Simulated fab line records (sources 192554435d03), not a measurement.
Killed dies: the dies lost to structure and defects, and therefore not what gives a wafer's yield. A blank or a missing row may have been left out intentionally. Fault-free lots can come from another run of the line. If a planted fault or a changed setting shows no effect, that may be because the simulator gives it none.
Which of the tools did it? / flow n5-finfet / 24 lots with 72 wafers sampled at 5 steps, on a route of 1938 steps

WHAT THE GAUGES READ, wafer by wafer
N5_BEOL_M5_THK_MEAS_01. Usual: for M5_ILD_THK the level is 120.6 nm and the standard deviation is 1.8.
lot=L074; measured=day 8 13:26; on=film-metro-01; M5_ILD_THK (nm)=121.6 120.5 121.7; flag=
lot=L075; measured=day 8 18:48; on=film-metro-02; M5_ILD_THK (nm)=118.8 122.1 121.9; flag=
lot=L076; measured=day 8 20:36; on=film-metro-02; M5_ILD_THK (nm)=121.6 121.9 122.4; flag=
lot=L077; measured=day 8 21:07; on=film-metro-01; M5_ILD_THK (nm)=120.6 118.7 119.8; flag=
lot=L078; measured=day 9 19:59; on=film-metro-02; M5_ILD_THK (nm)=119.8 122.8 121.6; flag=
lot=L079; measured=day 10 00:21; on=film-metro-02; M5_ILD_THK (nm)=120.1 118.4 119.1; flag=
lot=L080; measured=day 10 06:57; on=film-metro-01; M5_ILD_THK (nm)=120.5 121.4 123.0; flag=
lot=L081; measured=day 10 09:06; on=film-metro-01; M5_ILD_THK (nm)=119.2 123.7 122.6; flag=
lot=L082; measured=day 10 13:16; on=film-metro-01; M5_ILD_THK (nm)=119.2 117.8 120.2; flag=
lot=L085; measured=day 10 23:29; on=film-metro-02; M5_ILD_THK (nm)=120.3 117.9 120.6; flag=
lot=L083; measured=day 11 02:31; on=film-metro-01; M5_ILD_THK (nm)=116.6 114.1 117.8; flag=
lot=L084; measured=day 11 06:12; on=film-metro-02; M5_ILD_THK (nm)=121.1 120.1 121.6; flag=
lot=L087; measured=day 11 08:02; on=film-metro-01; M5_ILD_THK (nm)=118.5 119.2 120.7; flag=
lot=L086; measured=day 11 11:40; on=film-metro-02; M5_ILD_THK (nm)=117.8 121.2 120.8; flag=
lot=L088; measured=day 11 18:07; on=film-metro-02; M5_ILD_THK (nm)=120.3 123.0 120.9; flag=
lot=L089; measured=day 12 01:28; on=film-metro-02; M5_ILD_THK (nm)=119.4 120.7 120.6; flag=
lot=L090; measured=day 12 17:32; on=film-metro-01; M5_ILD_THK (nm)=121.7 124.2 124.2; flag=
lot=L092; measured=day 12 21:46; on=film-metro-01; M5_ILD_THK (nm)=119.8 120.5 119.6; flag=
lot=L091; measured=day 12 23:12; on=film-metro-02; M5_ILD_THK (nm)=120.5 118.2 121.6; flag=
lot=L093; measured=day 13 01:35; on=film-metro-01; M5_ILD_THK (nm)=120.9 120.9 124.2; flag=
lot=L094; measured=day 13 17:32; on=film-metro-02; M5_ILD_THK (nm)=120.3 121.5 121.1; flag=
lot=L097; measured=day 14 01:22; on=film-metro-01; M5_ILD_THK (nm)=118.9 120.2 120.6; flag=
lot=L095; measured=day 14 01:25; on=film-metro-01; M5_ILD_THK (nm)=120.9 120.1 121.3; flag=
lot=L096; measured=day 14 03:19; on=film-metro-02; M5_ILD_THK (nm)=118.6 120.2 121.4; flag=

N5_BEOL_M5_INSPECT_58: inspects for defects (darkfield). Usual: 69 for raw-defect-count, sd 19.
lot=L074; measured=day 8 23:20; on=defect-inspect-02; raw-defect-count=86 72 90; flag=
lot=L075; measured=day 9 06:17; on=defect-inspect-02; raw-defect-count=71 87 106; flag=
lot=L076; measured=day 9 08:00; on=defect-inspect-02; raw-defect-count=71 63 42; flag=
lot=L077; measured=day 9 08:46; on=defect-inspect-01; raw-defect-count=69 65 64; flag=
lot=L078; measured=day 10 07:40; on=defect-inspect-01; raw-defect-count=56 38 71; flag=
lot=L079; measured=day 10 10:08; on=defect-inspect-02; raw-defect-count=109 96 88; flag=
lot=L080; measured=day 10 17:08; on=defect-inspect-01; raw-defect-count=46 56 44; flag=
lot=L081; measured=day 10 19:58; on=defect-inspect-01; raw-defect-count=68 54 80; flag=
lot=L082; measured=day 10 23:38; on=defect-inspect-01; raw-defect-count=59 39 50; flag=
lot=L085; measured=day 11 10:53; on=defect-inspect-02; raw-defect-count=84 73 52; flag=
lot=L083; measured=day 11 14:22; on=defect-inspect-02; raw-defect-count=90 60 65; flag=
lot=L084; measured=day 11 19:03; on=defect-inspect-01; raw-defect-count=72 68 85; flag=
lot=L087; measured=day 11 19:22; on=defect-inspect-01; raw-defect-count=92 69 92; flag=
lot=L086; measured=day 12 01:08; on=defect-inspect-01; raw-defect-count=36 59 77; flag=
lot=L088; measured=day 12 06:03; on=defect-inspect-01; raw-defect-count=60 79 78; flag=
lot=L089; measured=day 12 13:01; on=defect-inspect-02; raw-defect-count=53 49 52; flag=
lot=L090; measured=day 13 05:34; on=defect-inspect-01; raw-defect-count=58 121 44; flag=
lot=L092; measured=day 13 12:59; on=defect-inspect-01; raw-defect-count=84 78 77; flag=
lot=L091; measured=day 13 12:27; on=defect-inspect-02; raw-defect-count=118 80 88; flag=
lot=L093; measured=day 13 20:16; on=defect-inspect-02; raw-defect-count=67 70 92; flag=
lot=L094; measured=day 14 05:32; on=defect-inspect-01; raw-defect-count=69 63 97; flag=
lot=L097; measured=day 14 12:10; on=defect-inspect-02; raw-defect-count=70 84 44; flag=
lot=L095; measured=day 14 14:59; on=defect-inspect-02; raw-defect-count=73 70 71; flag=
lot=L096; measured=day 14 13:56; on=defect-inspect-02; raw-defect-count=67 84 72; flag=

WHICH TOOL RAN EACH LOT (tool, then ch and the chambers of the sampled wafers, then the start)
lot=L074; N5_BEOL_M5_HM_OPEN_17=rie-metal-03 ch 0,1, day 8 14:42; N5_BEOL_M5_ETCH_41=rie-diel-05 ch 1,2, day 8 23:04 or earlier; N5_BEOL_M5_PRE_CLEAN_77=cvd-co-02 ch 0,1,2, day 8 23:04
lot=L075; N5_BEOL_M5_HM_OPEN_17=rie-metal-03 ch 0,1, day 8 21:41; N5_BEOL_M5_ETCH_41=rie-diel-05 ch 0,1,2, day 9 06:02 or earlier; N5_BEOL_M5_PRE_CLEAN_77=cvd-co-01 ch 0,1,2, day 9 06:02
lot=L076; N5_BEOL_M5_HM_OPEN_17=rie-metal-02 ch 0,1, day 8 21:48; N5_BEOL_M5_ETCH_41=rie-diel-04 ch 0,1,2, day 9 07:45 or earlier; N5_BEOL_M5_PRE_CLEAN_77=cvd-co-02 ch 0,1,2, day 9 07:45
lot=L077; N5_BEOL_M5_HM_OPEN_17=rie-metal-01 ch 0,1, day 8 22:23; N5_BEOL_M5_ETCH_41=rie-diel-05 ch 0,1,2, day 9 08:31 or earlier; N5_BEOL_M5_PRE_CLEAN_77=cvd-co-01 ch 0,1,2, day 9 08:31
lot=L078; N5_BEOL_M5_HM_OPEN_17=rie-metal-01 ch 0,1, day 9 21:47; N5_BEOL_M5_ETCH_41=rie-diel-04 ch 1,3, day 10 07:23 or earlier; N5_BEOL_M5_PRE_CLEAN_77=cvd-co-02 ch 0,2, day 10 07:23
lot=L079; N5_BEOL_M5_HM_OPEN_17=rie-metal-01 ch 0,1, day 10 01:45; N5_BEOL_M5_ETCH_41=rie-diel-01 ch 0,2,3, day 10 09:51 or earlier; N5_BEOL_M5_PRE_CLEAN_77=cvd-co-02 ch 1,2, day 10 09:51
lot=L080; N5_BEOL_M5_HM_OPEN_17=rie-metal-03 ch 0,1, day 10 08:24; N5_BEOL_M5_ETCH_41=rie-diel-01 ch 1,2,3, day 10 16:52 or earlier; N5_BEOL_M5_PRE_CLEAN_77=cvd-co-01 ch 0,1,2, day 10 16:52
lot=L081; N5_BEOL_M5_HM_OPEN_17=rie-metal-03 ch 0,1, day 10 10:50; N5_BEOL_M5_ETCH_41=rie-diel-01 ch 0,1,2, day 10 19:43 or earlier; N5_BEOL_M5_PRE_CLEAN_77=cvd-co-02 ch 0,1, day 10 19:43
lot=L082; N5_BEOL_M5_HM_OPEN_17=rie-metal-03 ch 0,1, day 10 14:40; N5_BEOL_M5_ETCH_41=rie-diel-04 ch 0,1,3, day 10 23:23 or earlier; N5_BEOL_M5_PRE_CLEAN_77=cvd-co-01 ch 0,1,2, day 10 23:23
lot=L085; N5_BEOL_M5_HM_OPEN_17=rie-metal-01 ch 0,1, day 11 01:27; N5_BEOL_M5_ETCH_41=rie-diel-04 ch 1,3, day 11 10:38 or earlier; N5_BEOL_M5_PRE_CLEAN_77=cvd-co-01 ch 0,2, day 11 10:38
lot=L083; N5_BEOL_M5_HM_OPEN_17=rie-metal-03 ch 0,1, day 11 04:54; N5_BEOL_M5_ETCH_41=rie-diel-04 ch 0,1,3, day 11 14:07 or earlier; N5_BEOL_M5_PRE_CLEAN_77=cvd-co-02 ch 0,2, day 11 14:07
lot=L084; N5_BEOL_M5_HM_OPEN_17=rie-metal-01 ch 0, day 11 09:29; N5_BEOL_M5_ETCH_41=rie-diel-01 ch 0,3, day 11 18:48 or earlier; N5_BEOL_M5_PRE_CLEAN_77=cvd-co-01 ch 0,1,2, day 11 18:48
lot=L087; N5_BEOL_M5_HM_OPEN_17=rie-metal-03 ch 0,1, day 11 10:07; N5_BEOL_M5_ETCH_41=rie-diel-05 ch 1,3, day 11 19:07 or earlier; N5_BEOL_M5_PRE_CLEAN_77=cvd-co-02 ch 1,2, day 11 19:07
lot=L086; N5_BEOL_M5_HM_OPEN_17=rie-metal-02 ch 0,1, day 11 13:50; N5_BEOL_M5_ETCH_41=rie-diel-04 ch 0,3, day 12 00:53 or earlier; N5_BEOL_M5_PRE_CLEAN_77=cvd-co-01 ch 0,1,2, day 12 00:53
lot=L088; N5_BEOL_M5_HM_OPEN_17=rie-metal-03 ch 0,1, day 11 19:13; N5_BEOL_M5_ETCH_41=rie-diel-01 ch 0,3, day 12 05:48 or earlier; N5_BEOL_M5_PRE_CLEAN_77=cvd-co-02 ch 1,2, day 12 05:48
lot=L089; N5_BEOL_M5_HM_OPEN_17=rie-metal-03 ch 0,1, day 12 03:16; N5_BEOL_M5_ETCH_41=rie-diel-01 ch 0,1, day 12 12:46 or earlier; N5_BEOL_M5_PRE_CLEAN_77=cvd-co-02 ch 0,2, day 12 12:46
lot=L090; N5_BEOL_M5_HM_OPEN_17=rie-metal-01 ch 0,1, day 12 19:27; N5_BEOL_M5_ETCH_41=rie-diel-04 ch 0,3, day 13 05:19 or earlier; N5_BEOL_M5_PRE_CLEAN_77=cvd-co-01 ch 1,2, day 13 05:19
lot=L092; N5_BEOL_M5_HM_OPEN_17=rie-metal-02 ch 0,1, day 13 00:30; N5_BEOL_M5_ETCH_41=rie-diel-04 ch 0,1,2, day 13 12:44 or earlier; N5_BEOL_M5_PRE_CLEAN_77=cvd-co-02 ch 0,1,2, day 13 12:44
lot=L091; N5_BEOL_M5_HM_OPEN_17=rie-metal-03 ch 0,1, day 13 01:10; N5_BEOL_M5_ETCH_41=rie-diel-05 ch 0,1,3, day 13 12:11 or earlier; N5_BEOL_M5_PRE_CLEAN_77=cvd-co-02 ch 0,1,2, day 13 12:11
lot=L093; N5_BEOL_M5_HM_OPEN_17=rie-metal-02 ch 0,1, day 13 05:13; N5_BEOL_M5_ETCH_41=rie-diel-01 ch 0,2,3, day 13 20:01 or earlier; N5_BEOL_M5_PRE_CLEAN_77=cvd-co-01 ch 0,1,2, day 13 20:01
lot=L094; N5_BEOL_M5_HM_OPEN_17=rie-metal-01 ch 0, day 13 19:23; N5_BEOL_M5_ETCH_41=rie-diel-04 ch 1,2,3, day 14 05:17 or earlier; N5_BEOL_M5_PRE_CLEAN_77=cvd-co-01 ch 0,1,2, day 14 05:17
lot=L097; N5_BEOL_M5_HM_OPEN_17=rie-metal-01 ch 0, day 14 02:50; N5_BEOL_M5_ETCH_41=rie-diel-01 ch 0,1,2, day 14 11:55 or earlier; N5_BEOL_M5_PRE_CLEAN_77=cvd-co-02 ch 0,1,2, day 14 11:55
lot=L095; N5_BEOL_M5_HM_OPEN_17=rie-metal-01 ch 0, day 14 03:41; N5_BEOL_M5_ETCH_41=rie-diel-01 ch 0,1,3, day 14 14:38 or earlier; N5_BEOL_M5_PRE_CLEAN_77=cvd-co-02 ch 1,2, day 14 14:38
lot=L096; N5_BEOL_M5_HM_OPEN_17=rie-metal-02 ch 0,1, day 14 04:38; N5_BEOL_M5_ETCH_41=rie-diel-01 ch 0,2,3, day 14 13:41 or earlier; N5_BEOL_M5_PRE_CLEAN_77=cvd-co-01 ch 1,2, day 14 13:41
- N5_BEOL_M5_HM_OPEN_17: chemistry Cl2/BCl3, target TiN, target depth 20 nm, overetch 6 nm.
- N5_BEOL_M5_ETCH_41: etches SiCN in CH3F/O2, target depth 31.5 nm, time 56.7 s.
- N5_BEOL_M5_PRE_CLEAN_77: time 15 s.

WHAT THE TOOLS THEMSELVES READ (means of the sampled wafers that have a number; where no wafer has one, the mark that the record gives instead)
N5_BEOL_M5_HM_OPEN_17. Usual: drypump-motor-current-A 5.7 A, standard deviation 0.57; oes-product-au 0.66 a.u., standard deviation 0.075; rf-fwd-power-W 992 W, standard deviation 3.3; throttle-valve-pct 22.11 %, standard deviation 0.18.
lot=L074; tool=rie-metal-03; drypump-motor-current-A (A)=5.0; oes-product-au (a.u.)=0.65; rf-fwd-power-W (W)=994; throttle-valve-pct (%)=22.10; flag=
lot=L075; tool=rie-metal-03; drypump-motor-current-A (A)=5.1; oes-product-au (a.u.)=0.65; rf-fwd-power-W (W)=992; throttle-valve-pct (%)=22.10; flag=
lot=L076; tool=rie-metal-02; drypump-motor-current-A (A)=5.9; oes-product-au (a.u.)=0.67; rf-fwd-power-W (W)=993; throttle-valve-pct (%)=22.20; flag=
lot=L077; tool=rie-metal-01; drypump-motor-current-A (A)=6.0; oes-product-au (a.u.)=0.70; rf-fwd-power-W (W)=990; throttle-valve-pct (%)=22.14; flag=
lot=L078; tool=rie-metal-01; drypump-motor-current-A (A)=6.1; oes-product-au (a.u.)=0.69; rf-fwd-power-W (W)=985; throttle-valve-pct (%)=22.15; flag=
lot=L079; tool=rie-metal-01; drypump-motor-current-A (A)=5.9; oes-product-au (a.u.)=0.62; rf-fwd-power-W (W)=994; throttle-valve-pct (%)=22.27; flag=
lot=L080; tool=rie-metal-03; drypump-motor-current-A (A)=5.0; oes-product-au (a.u.)=0.65; rf-fwd-power-W (W)=993; throttle-valve-pct (%)=22.10; flag=
lot=L081; tool=rie-metal-03; drypump-motor-current-A (A)=5.0; oes-product-au (a.u.)=0.64; rf-fwd-power-W (W)=992; throttle-valve-pct (%)=22.11; flag=
lot=L082; tool=rie-metal-03; drypump-motor-current-A (A)=5.0; oes-product-au (a.u.)=0.64; rf-fwd-power-W (W)=990; throttle-valve-pct (%)=22.12; flag=
lot=L085; tool=rie-metal-01; drypump-motor-current-A (A)=5.9; oes-product-au (a.u.)=0.62; rf-fwd-power-W (W)=990; throttle-valve-pct (%)=22.28; flag=
lot=L083; tool=rie-metal-03; drypump-motor-current-A (A)=5.1; oes-product-au (a.u.)=0.64; rf-fwd-power-W (W)=991; throttle-valve-pct (%)=22.12; flag=
lot=L084; tool=rie-metal-01; drypump-motor-current-A (A)=6.2; oes-product-au (a.u.)=0.76; rf-fwd-power-W (W)=986; throttle-valve-pct (%)=22.05; flag=
lot=L087; tool=rie-metal-03; drypump-motor-current-A (A)=5.0; oes-product-au (a.u.)=0.64; rf-fwd-power-W (W)=995; throttle-valve-pct (%)=22.11; flag=
lot=L086; tool=rie-metal-02; drypump-motor-current-A (A)=5.8; oes-product-au (a.u.)=0.69; rf-fwd-power-W (W)=995; throttle-valve-pct (%)=22.20; flag=
lot=L088; tool=rie-metal-03; drypump-motor-current-A (A)=5.0; oes-product-au (a.u.)=0.64; rf-fwd-power-W (W)=993; throttle-valve-pct (%)=22.11; flag=
lot=L089; tool=rie-metal-03; drypump-motor-current-A (A)=5.5; oes-product-au (a.u.)=0.60; rf-fwd-power-W (W)=994; throttle-valve-pct (%)=21.99; flag=
lot=L090; tool=rie-metal-01; drypump-motor-current-A (A)=6.1; oes-product-au (a.u.)=0.67; rf-fwd-power-W (W)=990; throttle-valve-pct (%)=22.18; flag=
lot=L092; tool=rie-metal-02; drypump-motor-current-A (A)=5.9; oes-product-au (a.u.)=0.65; rf-fwd-power-W (W)=995; throttle-valve-pct (%)=22.22; flag=
lot=L091; tool=rie-metal-03; drypump-motor-current-A (A)=5.5; oes-product-au (a.u.)=0.60; rf-fwd-power-W (W)=993; throttle-valve-pct (%)=22.00; flag=
lot=L093; tool=rie-metal-02; drypump-motor-current-A (A)=5.9; oes-product-au (a.u.)=0.65; rf-fwd-power-W (W)=996; throttle-valve-pct (%)=22.22; flag=
lot=L094; tool=rie-metal-01; drypump-motor-current-A (A)=6.2; oes-product-au (a.u.)=0.74; rf-fwd-power-W (W)=989; throttle-valve-pct (%)=22.06; flag=
lot=L097; tool=rie-metal-01; drypump-motor-current-A (A)=6.2; oes-product-au (a.u.)=0.73; rf-fwd-power-W (W)=990; throttle-valve-pct (%)=22.05; flag=
lot=L095; tool=rie-metal-01; drypump-motor-current-A (A)=6.1; oes-product-au (a.u.)=0.73; rf-fwd-power-W (W)=991; throttle-valve-pct (%)=22.06; flag=
lot=L096; tool=rie-metal-02; drypump-motor-current-A (A)=5.8; oes-product-au (a.u.)=0.68; rf-fwd-power-W (W)=990; throttle-valve-pct (%)=22.21; flag=

N5_BEOL_M5_ETCH_41. Usual: drypump-motor-current-A 5.7 A, standard deviation 0.34; oes-product-au 0.79 a.u., standard deviation 0.098; rf-fwd-power-W 391.7 W, standard deviation 1.5; rf-vpp-V 297.4 V, standard deviation 1.4; showerhead-plenum-p-Torr 2.00 Torr, standard deviation 0.059; throttle-valve-pct 16.24 %, standard deviation 0.25.
lot=L074; tool=rie-diel-05; drypump-motor-current-A (A)=5.4; oes-product-au (a.u.)=0.74; rf-fwd-power-W (W)=391.6; rf-vpp-V (V)=297.5; showerhead-plenum-p-Torr (Torr)=2.00; throttle-valve-pct (%)=16.18; flag=
lot=L075; tool=rie-diel-05; drypump-motor-current-A (A)=5.5; oes-product-au (a.u.)=0.79; rf-fwd-power-W (W)=391.1; rf-vpp-V (V)=297.8; showerhead-plenum-p-Torr (Torr)=2.05; throttle-valve-pct (%)=16.25; flag=
lot=L076; tool=rie-diel-04; drypump-motor-current-A (A)=6.0; oes-product-au (a.u.)=0.75; rf-fwd-power-W (W)=390.7; rf-vpp-V (V)=298.1; showerhead-plenum-p-Torr (Torr)=2.02; throttle-valve-pct (%)=16.26; flag=
lot=L077; tool=rie-diel-05; drypump-motor-current-A (A)=5.5; oes-product-au (a.u.)=0.78; rf-fwd-power-W (W)=390.9; rf-vpp-V (V)=298.4; showerhead-plenum-p-Torr (Torr)=2.04; throttle-valve-pct (%)=16.26; flag=
lot=L078; tool=rie-diel-04; drypump-motor-current-A (A)=6.2; oes-product-au (a.u.)=0.78; rf-fwd-power-W (W)=391.3; rf-vpp-V (V)=298.3; showerhead-plenum-p-Torr (Torr)=2.05; throttle-valve-pct (%)=16.40; flag=
lot=L079; tool=rie-diel-01; drypump-motor-current-A (A)=5.4; oes-product-au (a.u.)=0.74; rf-fwd-power-W (W)=393.1; rf-vpp-V (V)=296.4; showerhead-plenum-p-Torr (Torr)=1.97; throttle-valve-pct (%)=16.43; flag=
lot=L080; tool=rie-diel-01; drypump-motor-current-A (A)=5.5; oes-product-au (a.u.)=0.71; rf-fwd-power-W (W)=391.7; rf-vpp-V (V)=295.9; showerhead-plenum-p-Torr (Torr)=1.95; throttle-valve-pct (%)=16.43; flag=
lot=L081; tool=rie-diel-01; drypump-motor-current-A (A)=5.4; oes-product-au (a.u.)=0.74; rf-fwd-power-W (W)=391.5; rf-vpp-V (V)=297.4; showerhead-plenum-p-Torr (Torr)=2.00; throttle-valve-pct (%)=16.49; flag=
lot=L082; tool=rie-diel-04; drypump-motor-current-A (A)=5.9; oes-product-au (a.u.)=0.86; rf-fwd-power-W (W)=391.4; rf-vpp-V (V)=298.8; showerhead-plenum-p-Torr (Torr)=2.05; throttle-valve-pct (%)=16.26; flag=
lot=L085; tool=rie-diel-04; drypump-motor-current-A (A)=6.1; oes-product-au (a.u.)=0.76; rf-fwd-power-W (W)=391.2; rf-vpp-V (V)=298.5; showerhead-plenum-p-Torr (Torr)=2.05; throttle-valve-pct (%)=16.42; flag=
lot=L083; tool=rie-diel-04; drypump-motor-current-A (A)=6.0; oes-product-au (a.u.)=0.86; rf-fwd-power-W (W)=391.5; rf-vpp-V (V)=298.0; showerhead-plenum-p-Torr (Torr)=2.05; throttle-valve-pct (%)=16.27; flag=
lot=L084; tool=rie-diel-01; drypump-motor-current-A (A)=5.6; oes-product-au (a.u.)=0.74; rf-fwd-power-W (W)=393.5; rf-vpp-V (V)=297.0; showerhead-plenum-p-Torr (Torr)=1.94; throttle-valve-pct (%)=16.18; flag=
lot=L087; tool=rie-diel-05; drypump-motor-current-A (A)=5.3; oes-product-au (a.u.)=0.71; rf-fwd-power-W (W)=392.6; rf-vpp-V (V)=296.6; showerhead-plenum-p-Torr (Torr)=2.00; throttle-valve-pct (%)=16.27; flag=
lot=L086; tool=rie-diel-04; drypump-motor-current-A (A)=5.8; oes-product-au (a.u.)=0.93; rf-fwd-power-W (W)=391.0; rf-vpp-V (V)=298.3; showerhead-plenum-p-Torr (Torr)=2.05; throttle-valve-pct (%)=16.12; flag=
lot=L088; tool=rie-diel-01; drypump-motor-current-A (A)=5.6; oes-product-au (a.u.)=0.74; rf-fwd-power-W (W)=390.7; rf-vpp-V (V)=296.3; showerhead-plenum-p-Torr (Torr)=1.94; throttle-valve-pct (%)=16.19; flag=
lot=L089; tool=rie-diel-01; drypump-motor-current-A (A)=5.5; oes-product-au (a.u.)=0.74; rf-fwd-power-W (W)=391.7; rf-vpp-V (V)=297.0; showerhead-plenum-p-Torr (Torr)=1.99; throttle-valve-pct (%)=16.32; flag=
lot=L090; tool=rie-diel-04; drypump-motor-current-A (A)=5.7; oes-product-au (a.u.)=0.91; rf-fwd-power-W (W)=390.0; rf-vpp-V (V)=298.1; showerhead-plenum-p-Torr (Torr)=2.05; throttle-valve-pct (%)=16.13; flag=
lot=L092; tool=rie-diel-04; drypump-motor-current-A (A)=6.1; oes-product-au (a.u.)=0.92; rf-fwd-power-W (W)=389.6; rf-vpp-V (V)=297.5; showerhead-plenum-p-Torr (Torr)=2.01; throttle-valve-pct (%)=15.99; flag=
lot=L091; tool=rie-diel-05; drypump-motor-current-A (A)=5.4; oes-product-au (a.u.)=0.74; rf-fwd-power-W (W)=391.9; rf-vpp-V (V)=297.7; showerhead-plenum-p-Torr (Torr)=2.04; throttle-valve-pct (%)=16.36; flag=
lot=L093; tool=rie-diel-01; drypump-motor-current-A (A)=5.5; oes-product-au (a.u.)=0.82; rf-fwd-power-W (W)=392.9; rf-vpp-V (V)=296.4; showerhead-plenum-p-Torr (Torr)=1.96; throttle-valve-pct (%)=16.30; flag=
lot=L094; tool=rie-diel-04; drypump-motor-current-A (A)=6.1; oes-product-au (a.u.)=0.89; rf-fwd-power-W (W)=391.0; rf-vpp-V (V)=297.4; showerhead-plenum-p-Torr (Torr)=2.00; throttle-valve-pct (%)=16.03; flag=
lot=L097; tool=rie-diel-01; drypump-motor-current-A (A)=5.4; oes-product-au (a.u.)=0.80; rf-fwd-power-W (W)=392.4; rf-vpp-V (V)=297.1; showerhead-plenum-p-Torr (Torr)=1.99; throttle-valve-pct (%)=16.36; flag=
lot=L095; tool=rie-diel-01; drypump-motor-current-A (A)=5.5; oes-product-au (a.u.)=0.72; rf-fwd-power-W (W)=392.3; rf-vpp-V (V)=297.7; showerhead-plenum-p-Torr (Torr)=1.96; throttle-valve-pct (%)=16.29; flag=
lot=L096; tool=rie-diel-01; drypump-motor-current-A (A)=5.4; oes-product-au (a.u.)=0.80; rf-fwd-power-W (W)=391.4; rf-vpp-V (V)=296.2; showerhead-plenum-p-Torr (Torr)=1.96; throttle-valve-pct (%)=16.30; flag=

N5_BEOL_M5_PRE_CLEAN_77. Usual: heater-power-w 85 W, standard deviation 17; rf-fwd-power-W 296.1 W, standard deviation 1.6.
lot=L074; tool=cvd-co-02; heater-power-w (W)=93; rf-fwd-power-W (W)=295.9; flag=
lot=L075; tool=cvd-co-01; heater-power-w (W)=76; rf-fwd-power-W (W)=297.5; flag=
lot=L076; tool=cvd-co-02; heater-power-w (W)=91; rf-fwd-power-W (W)=294.9; flag=
lot=L077; tool=cvd-co-01; heater-power-w (W)=76; rf-fwd-power-W (W)=296.7; flag=
lot=L078; tool=cvd-co-02; heater-power-w (W)=97; rf-fwd-power-W (W)=294.9; flag=
lot=L079; tool=cvd-co-02; heater-power-w (W)=87; rf-fwd-power-W (W)=294.6; flag=
lot=L080; tool=cvd-co-01; heater-power-w (W)=76; rf-fwd-power-W (W)=297.2; flag=
lot=L081; tool=cvd-co-02; heater-power-w (W)=108; rf-fwd-power-W (W)=294.3; flag=
lot=L082; tool=cvd-co-01; heater-power-w (W)=75; rf-fwd-power-W (W)=297.5; flag=
lot=L085; tool=cvd-co-01; heater-power-w (W)=72; rf-fwd-power-W (W)=298.0; flag=
lot=L083; tool=cvd-co-02; heater-power-w (W)=82; rf-fwd-power-W (W)=293.6; flag=
lot=L084; tool=cvd-co-01; heater-power-w (W)=76; rf-fwd-power-W (W)=298.2; flag=
lot=L087; tool=cvd-co-02; heater-power-w (W)=88; rf-fwd-power-W (W)=295.1; flag=
lot=L086; tool=cvd-co-01; heater-power-w (W)=75; rf-fwd-power-W (W)=297.8; flag=
lot=L088; tool=cvd-co-02; heater-power-w (W)=77; rf-fwd-power-W (W)=294.8; flag=
lot=L089; tool=cvd-co-02; heater-power-w (W)=98; rf-fwd-power-W (W)=295.4; flag=
lot=L090; tool=cvd-co-01; heater-power-w (W)=75; rf-fwd-power-W (W)=297.8; flag=
lot=L092; tool=cvd-co-02; heater-power-w (W)=93; rf-fwd-power-W (W)=294.9; flag=
lot=L091; tool=cvd-co-02; heater-power-w (W)=93; rf-fwd-power-W (W)=295.3; flag=
lot=L093; tool=cvd-co-01; heater-power-w (W)=77; rf-fwd-power-W (W)=297.4; flag=
lot=L094; tool=cvd-co-01; heater-power-w (W)=77; rf-fwd-power-W (W)=296.7; flag=
lot=L097; tool=cvd-co-02; heater-power-w (W)=92; rf-fwd-power-W (W)=294.9; flag=
lot=L095; tool=cvd-co-02; heater-power-w (W)=92; rf-fwd-power-W (W)=295.0; flag=
lot=L096; tool=cvd-co-01; heater-power-w (W)=75; rf-fwd-power-W (W)=297.4; flag=

THE ANSWER, worked out from the rows above alone
Rule: a lot is off if the mean of its wafers that have a number lies more than 3 standard deviations from the usual mean. Also off: a lot with no number at a reading for which 4 or more lots have one. All remaining lots with rows at the step are treated as sound. The gauges are gone through in route order, then the tools' own readings, and for those a lot's mean is taken as printed above. The first step at which some lot is off is used, and at that step the reading that is off furthest; a lot without a number counts as furthest.
No lot is off on any of the readings shown, so nothing can be concluded from this.

WHAT THE SIMULATOR PUT IN
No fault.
